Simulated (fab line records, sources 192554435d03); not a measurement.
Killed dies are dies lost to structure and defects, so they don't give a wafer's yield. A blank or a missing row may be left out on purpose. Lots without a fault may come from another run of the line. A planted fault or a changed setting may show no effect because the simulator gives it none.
Chamber matching | flow n5_finfet | N5_FIN_SAQP_MANDREL2_REMOVE_60 on rie_si-03: 4 sister chambers
The step chemistry HBr/Cl2/O2, target a-Si, stops on SiNx, bt time 10 s. 8 wafers are shown with their chamber, then 11 later ones without.

WAFERS WITH THEIR CHAMBER
wafer  | chamber | drypump_motor_current_A (A) | throttle_valve_pct (%)
L078.6 | 1       | 6.6                         | 37.2
L081.3 | 2       | 5.3                         | 36.5
L087.2 | 2       | 5.3                         | 36.5
L087.3 | 0       | 6.8                         | 37.7
L089.2 | 3       | 5.3                         | 36.4
L089.5 | 1       | 6.6                         | 37.2
L089.6 | 0       | 6.8                         | 37.8
L090.2 | 3       | 5.4                         | 36.4

WAFERS WITHOUT THEIR CHAMBER
wafer  | drypump_motor_current_A (A) | throttle_valve_pct (%)
L090.3 | 6.6                         | 37.2
L090.5 | 5.3                         | 36.5
L091.1 | 6.8                         | 37.7
L091.3 | 5.3                         | 36.5
L091.5 | 5.4                         | 36.4
L093.3 | 5.3                         | 36.5
L093.5 | 5.3                         | 36.5
L093.6 | 6.7                         | 37.8
L094.2 | 6.6                         | 37.2
L094.4 | 5.3                         | 36.5
L094.6 | 6.6                         | 37.2

WHICH CHAMBER EACH WENT THROUGH
wafer  | from the rows above | in truth
L090.3 | 1                   | 1
L090.5 | 2                   | 2
L091.1 | 0                   | 0
L091.3 | 2                   | 2
L091.5 | 3                   | 3
L093.3 | 2                   | 2
L093.5 | 2                   | 2
L093.6 | 0                   | 0
L094.2 | 1                   | 1
L094.4 | 2                   | 2
L094.6 | 1                   | 1
Placed correctly: 11 of 11. Can't be placed from these rows: 0. Placed wrongly: 0.
How it was worked out, from the rows above alone: a wafer's distance from a chamber is the root of the sum, over the readings, of the square of ((its reading less the chamber's mean) divided by the reading's scatter). The wafer belongs to the nearest chamber; if the next one is less than 2 further off, it can't be placed. A chamber's mean is the mean of its shown wafers. The scatter: the root of (the sum of the squares of (reading less its chamber's mean) over the shown wafers, divided by (wafers less chambers)).
